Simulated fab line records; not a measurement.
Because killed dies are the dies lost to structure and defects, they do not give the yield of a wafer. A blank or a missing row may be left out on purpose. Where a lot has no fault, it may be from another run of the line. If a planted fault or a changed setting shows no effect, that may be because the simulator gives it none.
fab line records ; flow n5_finfet
record: lots: 10; wafers: 30; last_day: 17
route steps=1938 shown BEOL_M14@1749 BEOL_M15@1773
lots untouched by any fault: they come from a run of this same line in which no faults occurred
start_h: hours from the record's opening day to when the first of the lot's shown wafers began ; wait_h: hours since the lot's step before ; " repeats the value in the row above ; L1.1+2: a row that stands for several wafers ; - no value, or no start given ; * or withheld: withheld ; < > ~ a bound
route shown NAME@n: NAME is a module with steps in the file, n the number in the route of the first one ; usual: the fault-free wafers' mean and standard deviation ; same: alike in all rows ; chamber/n: place in a boat ; sites: per-site readings ; _std_site: how widely they spread, as a standard deviation ; _edge_site: mean of outer sites minus mean of inner sites ; radius_mm: how far each site lies from the wafer's centre ; mask NAME#n: copy n ; behind: the most recent tool/chamber to have shaped the wafer ; hold: reason for holding the lot/hours on hold/outcome of the hold ; device: transistor that didn't switch, given as n, p or np ; end of line: tests of these same wafers at the route's end ; step lacking rows: just its recipe ; killed: dies lost to structure and defects at the first sort, not the wafer's yield ; map: a wafer's dies, marking killed ones x, the rest . and places with no die _
set.NAME: setting as actually run; set.NAME@STEP: the setting as run at that earlier step ; model.NAME: the simulator's own value behind a step, which no gauge read
the route's steps for a sample of lots (tables are steps, rows are wafers)
services: when a tool's chamber went out of use (start_h, in hours from the record's first day, below 0 if earlier), for how many hours, and the reason
== steps ==
step: N5_BEOL_M14_DESCUM_33
recipe: chemistry: O2; time_s: 7.9; source_power_w: 50; bias_power_w: 20; pressure_mtorr: 20; rf_frequency_hz: 2.712e+07; temp_c: 40; o2_flow_sccm: 225
usual: bias_power_w: 20.01/0.061; drypump_motor_current_A: 5.6/0.47; oes_product_au: 0.80/0.085; rf_vpp_V: 243.4/1.5; showerhead_plenum_p_Torr: 2.11/0.08; throttle_valve_pct: 20.30/0.19
lot.wafer;tool;chamber;start_h;wait_h;bias_power_w;drypump_motor_current_A;oes_product_au;rf_hours_counter_h;rf_vpp_V;showerhead_plenum_p_Torr;throttle_valve_pct
L652.1;rie_diel-01;0;289.53;0.0;20.00;4.9;0.70;227;242.9;2.08;20.66
L652.3;rie_diel-01;2;289.53;0.0;20.14;6.4;0.83;81;244.2;2.22;20.36
L652.5;rie_diel-01;0;289.53;0.0;20.03;4.9;0.70;-;241.5;2.08;20.67
L653.2;rie_diel-04;3;300.19;0.0;20.01;5.8;0.70;210;242.5;2.05;20.20
L653.4;rie_diel-04;1;300.19;0.0;19.96;6.4;0.70;253;243.6;2.12;20.53
L653.5;rie_diel-04;3;300.19;0.0;19.96;5.8;0.70;-;242.7;2.05;20.20
L658.1;rie_diel-02;3;317.48;0.2;20.01;5.6;0.89;30;244.1;2.14;19.93
L658.5;rie_diel-02;2;317.48;0.2;19.99;5.9;0.94;-;243.4;2.22;20.36
L658.6;rie_diel-02;1;317.48;0.2;20.09;5.7;0.73;-;241.9;1.99;20.35
L657.2;rie_diel-01;3;318.16;0.1;19.97;4.9;0.81;99;244.3;2.20;20.27
L657.3;rie_diel-01;0;318.16;0.1;20.04;4.9;0.70;237;243.3;2.08;20.69
L657.5;rie_diel-01;1;318.16;0.1;20.06;5.3;0.89;-;241.4;2.05;20.37
L659.1;rie_diel-04;0;322.69;0.1;19.95;5.7;0.84;74;245.4;2.20;20.18
L659.3;rie_diel-04;3;322.69;0.1;20.05;5.8;0.70;221;242.9;2.05;20.23
L659.6;rie_diel-04;3;322.69;0.1;20.01;5.8;0.70;-;243.6;2.05;20.22
L661.3;rie_diel-02;3;337.16;0.0;20.10;5.6;0.88;36;244.0;2.13;19.93
L661.4;rie_diel-02;2;337.16;0.0;19.93;5.9;0.93;25;244.1;2.22;20.40
L661.5;rie_diel-02;2;337.16;0.0;20.00;5.9;0.93;-;245.7;2.22;20.40
L662.3;rie_diel-01;2;348.59;0.0;20.09;6.4;0.81;103;244.6;2.21;20.41
L662.5;rie_diel-01;3;348.59;0.0;20.04;4.9;0.80;-;245.3;2.20;20.27
L662.6;rie_diel-01;0;348.59;0.0;20.09;4.9;0.69;-;242.7;2.07;20.71
L663.1;rie_diel-04;2;355.40;0.0;19.95;5.8;0.76;142;242.0;2.01;20.27
L663.2;rie_diel-04;1;355.40;0.0;19.90;6.4;0.94;10;243.1;2.12;20.13
L663.5;rie_diel-04;1;355.40;0.0;19.96;6.4;0.94;-;242.2;2.12;20.14
L664.1;rie_diel-01;0;356.05;0.1;19.95;4.9;0.69;251;242.0;2.07;20.71
L664.3;rie_diel-01;3;356.05;0.1;20.07;4.9;0.80;114;245.0;2.20;20.28
L664.4;rie_diel-01;2;356.05;0.1;20.14;6.4;0.81;105;243.3;2.21;20.40
L666.3;rie_diel-01;0;369.79;0.0;20.00;4.9;0.69;255;242.5;2.07;20.72
L666.5;rie_diel-01;3;369.79;0.0;20.06;4.9;0.80;-;244.4;2.20;20.29
L666.6;rie_diel-01;2;369.79;0.0;19.89;6.4;0.81;-;245.0;2.21;20.42
step: N5_BEOL_M14_TRENCH_ETCH_34
recipe: chemistry: C4F8/O2/Ar; target: SiO2; target_depth_a: 5566.5; mask_material: SOC; he_inner_torr: 15; he_outer_torr: 30; time_s: 126.9; ion_energy_ev: 800; pressure_mtorr: 20; source_w: 1905; bias_w: 2040; Ar_flow_sccm: 400; C4F8_flow_sccm: 16; O2_flow_sccm: 12
usual: drypump_motor_current_A: 5.6/0.47; oes_product_au: 0.80/0.085; rf_vpp_V: 2219/35; showerhead_plenum_p_Torr: 3.47/0.11; throttle_valve_pct: 30.82/0.17
lot.wafer;tool;chamber;start_h;wait_h;drypump_motor_current_A;oes_product_au;rf_hours_counter_h;rf_vpp_V;showerhead_plenum_p_Torr;throttle_valve_pct
L652.1;rie_diel-01;0;289.99;0.0;4.9;0.69;228;2252;3.41;31.10
L652.3;rie_diel-01;2;289.99;0.0;6.4;0.83;81;2277;3.63;30.99
L652.5;rie_diel-01;0;289.99;0.0;4.9;0.69;-;2254;3.41;31.11
L653.2;rie_diel-04;3;300.65;0.0;5.8;0.71;210;2207;3.43;30.90
L653.4;rie_diel-04;1;300.65;0.0;6.4;0.68;253;2157;3.50;30.89
L653.5;rie_diel-04;3;300.65;0.0;5.8;0.70;-;2207;3.43;30.93
L658.1;rie_diel-02;3;317.93;0.0;5.7;0.90;30;2231;3.53;30.61
L658.5;rie_diel-02;2;317.93;0.0;5.9;0.94;-;2183;3.64;30.93
L658.6;rie_diel-02;1;317.93;0.0;5.7;0.73;-;2222;3.31;30.99
L657.2;rie_diel-01;3;318.62;0.0;4.9;0.81;100;2200;3.59;30.63
L657.3;rie_diel-01;0;318.62;0.0;4.9;0.68;238;2252;3.40;31.12
L657.5;rie_diel-01;1;318.62;0.0;5.3;0.88;-;2241;3.35;30.68
L659.1;rie_diel-04;0;323.14;0.0;5.7;0.84;75;2263;3.59;30.55
L659.3;rie_diel-04;3;323.14;0.0;5.8;0.70;221;2206;3.42;30.93
L659.6;rie_diel-04;3;323.14;0.0;5.8;0.70;-;2206;3.42;30.91
L661.3;rie_diel-02;3;337.62;0.0;5.6;0.89;36;2231;3.53;30.63
L661.4;rie_diel-02;2;337.62;0.0;5.9;0.91;26;2184;3.63;30.94
L661.5;rie_diel-02;2;337.62;0.0;5.9;0.92;-;2184;3.63;30.93
L662.3;rie_diel-01;2;349.04;0.0;6.4;0.80;103;2276;3.62;31.00
L662.5;rie_diel-01;3;349.04;0.0;4.9;0.79;-;2201;3.58;30.63
L662.6;rie_diel-01;0;349.04;0.0;4.9;0.68;-;2250;3.40;31.11
L663.1;rie_diel-04;2;355.85;0.0;5.8;0.75;142;2184;3.34;30.79
L663.2;rie_diel-04;1;355.85;0.0;6.4;0.92;10;2155;3.49;30.64
L663.5;rie_diel-04;1;355.85;0.0;6.4;0.93;-;2156;3.49;30.65
L664.1;rie_diel-01;0;356.50;0.0;4.9;0.67;251;2252;3.40;31.12
L664.3;rie_diel-01;3;356.50;0.0;4.9;0.78;114;2201;3.58;30.65
L664.4;rie_diel-01;2;356.50;0.0;6.4;0.79;106;2275;3.62;31.01
L666.3;rie_diel-01;0;370.25;0.0;4.9;0.67;255;2250;3.39;31.11
L666.5;rie_diel-01;3;370.25;0.0;4.9;0.78;-;2201;3.58;30.66
L666.6;rie_diel-01;2;370.25;0.0;6.4;0.79;-;2273;3.62;31.02
step: N5_BEOL_M15_ILD_DEP_00
recipe: material: SiO2; target_thk_a: 16293; temp_c: 400; precursor: TEOS/O2; pressure_torr: 6.5; rf_w: 900; teos_flow_sccm: 161.4; gas: O2; flow_sccm: 2650; time_s: 346.1
usual: chamber_pressure_Torr: 6.498/0.016; heater_power_w: 560/100; run_length_s: 389.3/0.78; showerhead_plenum_p_Torr: 8.36/0.042; throttle_valve_pct: 19.0/0.77
lot.wafer;tool;chamber;start_h;wait_h;chamber_pressure_Torr;heater_power_w;run_length_s;showerhead_plenum_p_Torr;throttle_valve_pct
L652.1;pecvd-03;1;294.63;0.0;6.498;742;388.8;8.36;19.3
L652.3;pecvd-03;0;294.63;0.0;6.498;579;388.0;8.38;18.7
L652.5;pecvd-03;0;294.63;0.0;6.500;632;388.0;8.37;18.5
L653.2;pecvd-01;2;305.88;0.0;6.480;561;389.5;8.36;18.4
L653.4;pecvd-01;1;305.88;0.0;6.490;394;388.1;8.33;18.8
L653.5;pecvd-01;2;305.88;0.0;6.497;628;389.7;8.37;18.1
L658.1;pecvd-04;0;322.07;0.0;6.507;531;390.1;8.44;19.2
L658.5;pecvd-04;1;322.07;0.0;6.489;433;389.8;8.27;20.6
L658.6;pecvd-04;0;322.07;0.0;6.493;416;390.1;8.42;19.3
L657.2;pecvd-01;1;322.40;0.0;6.515;540;388.0;8.34;18.8
L657.3;pecvd-01;0;322.40;0.0;6.490;759;389.4;8.31;18.3
L657.5;pecvd-01;2;322.40;0.0;6.504;618;390.3;8.36;18.2
L659.1;pecvd-04;0;327.43;0.0;6.491;540;390.1;8.43;19.5
L659.3;pecvd-04;1;327.43;0.0;6.511;526;390.1;8.29;20.9
L659.6;pecvd-04;1;327.43;0.0;6.528;579;389.7;8.30;20.7
L661.3;pecvd-01;0;339.83;0.0;6.480;751;389.2;8.36;18.7
L661.4;pecvd-01;1;339.83;0.0;6.506;404;388.4;8.33;18.9
L661.5;pecvd-01;2;339.83;0.0;6.467;655;389.9;8.36;18.4
L662.3;pecvd-01;2;352.92;0.0;6.512;568;389.8;8.35;18.2
L662.5;pecvd-01;2;352.92;0.0;6.501;650;389.4;8.36;18.2
L662.6;pecvd-01;0;352.92;0.0;6.498;763;389.6;8.36;18.4
L663.1;pecvd-01;1;361.26;0.0;6.473;499;372.6;8.32;18.9
L663.2;pecvd-01;0;361.26;0.0;6.488;781;389.3;8.33;18.6
L663.5;pecvd-01;1;361.26;0.0;6.497;400;372.3;8.34;18.9
L664.1;pecvd-04;0;361.82;0.0;6.506;461;389.9;8.40;19.2
L664.3;pecvd-04;2;361.82;0.0;6.512;545;389.5;8.40;19.0
L664.4;pecvd-04;2;361.82;0.0;6.507;600;389.1;8.41;18.9
L666.3;pecvd-03;0;377.33;0.1;6.505;495;388.3;8.35;18.8
L666.5;pecvd-03;2;377.33;0.1;6.495;498;389.5;8.33;18.3
L666.6;pecvd-03;0;377.33;0.1;6.502;617;388.1;8.36;18.5
step: N5_BEOL_M15_CD_MEAS_10
recipe: target_cd_nm: 360; landing_energy_ev: 500; detector: se_inlens; polarity: opening
usual: cd_nm: 359.7/1.7
same: landing_energy_ev: 500
lot.wafer;tool;chamber;start_h;wait_h;cd_nm
L652.1;cd_sem-01;0;295.19;-;359.9
L652.3;cd_sem-01;0;295.19;-;359.2
L652.5;cd_sem-01;0;295.19;-;359.0
L653.2;cd_sem-02;0;306.56;-;358.2
L653.4;cd_sem-02;0;306.56;-;358.9
L653.5;cd_sem-02;0;306.56;-;360.6
L658.1;cd_sem-02;0;322.63;-;358.8
L658.5;cd_sem-02;0;322.63;-;359.7
L658.6;cd_sem-02;0;322.63;-;359.3
L657.2;cd_sem-03;0;323.10;-;357.7
L657.3;cd_sem-03;0;323.10;-;358.4
L657.5;cd_sem-03;0;323.10;-;361.9
L659.1;cd_sem-03;0;327.98;-;360.6
L659.3;cd_sem-03;0;327.98;-;360.2
L659.6;cd_sem-03;0;327.98;-;359.0
L661.3;cd_sem-03;0;340.38;-;358.9
L661.4;cd_sem-03;0;340.38;-;358.7
L661.5;cd_sem-03;0;340.38;-;358.5
L662.3;cd_sem-02;0;353.47;-;359.4
L662.5;cd_sem-02;0;353.47;-;360.7
L662.6;cd_sem-02;0;353.47;-;359.9
L663.1;cd_sem-01;0;361.95;-;358.9
L663.2;cd_sem-01;0;361.95;-;357.5
L663.5;cd_sem-01;0;361.95;-;360.9
L664.1;cd_sem-02;0;362.37;-;359.8
L664.3;cd_sem-02;0;362.37;-;360.5
L664.4;cd_sem-02;0;362.37;-;363.2
L666.3;cd_sem-02;0;377.88;-;359.6
L666.5;cd_sem-02;0;377.88;-;358.6
L666.6;cd_sem-02;0;377.88;-;362.8
== services ==
tool;chamber;start_h;hours;kind
pecvd-01;1;288.56;5.5;scheduled_down
pecvd-01;1;294.60;5.9;repair
rie_diel-02;1;300.39;15.4;repair
rie_diel-02;3;305.25;2.1;repair
rie_diel-04;1;308.27;2.9;repair
rie_diel-04;0;311.57;9.9;repair
pecvd-01;2;323.02;8.5;repair
rie_diel-02;0;338.41;-;clean
rie_diel-02;0;338.41;-;consumable_replace:focus_ring
rie_diel-02;0;338.41;14.4;scheduled_down
rie_diel-02;0;338.41;14.4;vent_cycle
rie_diel-04;3;346.23;10.6;repair
rie_diel-04;-;352.25;0.6;repair
rie_diel-01;0;371.46;2.1;repair
pecvd-03;1;375.40;5.5;scheduled_down
== key ==
first_sign: step: N5_BEOL_M15_ILD_DEP_00; reading: run_length_s; direction: down; sigmas: 22; usual: *; struck: *
effect none on later readings
met_at N5_BEOL_M15_ILD_DEP_00
struck_lots L663
struck_wafers L663.1,L663.5
not_acting_at N5_BEOL_M14_DESCUM_33,N5_BEOL_M14_TRENCH_ETCH_34,N5_BEOL_M15_CD_MEAS_10
onset_between 339.83 361.26
fault: kind: process_parameter_drift; tool: pecvd-01; chamber: 1; onset_h: 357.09; steps: N5_BEOL_M15_ILD_DEP_00; channel: time_s; offset: *; shape: step; end_h: 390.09; acts_in: *; stated: *
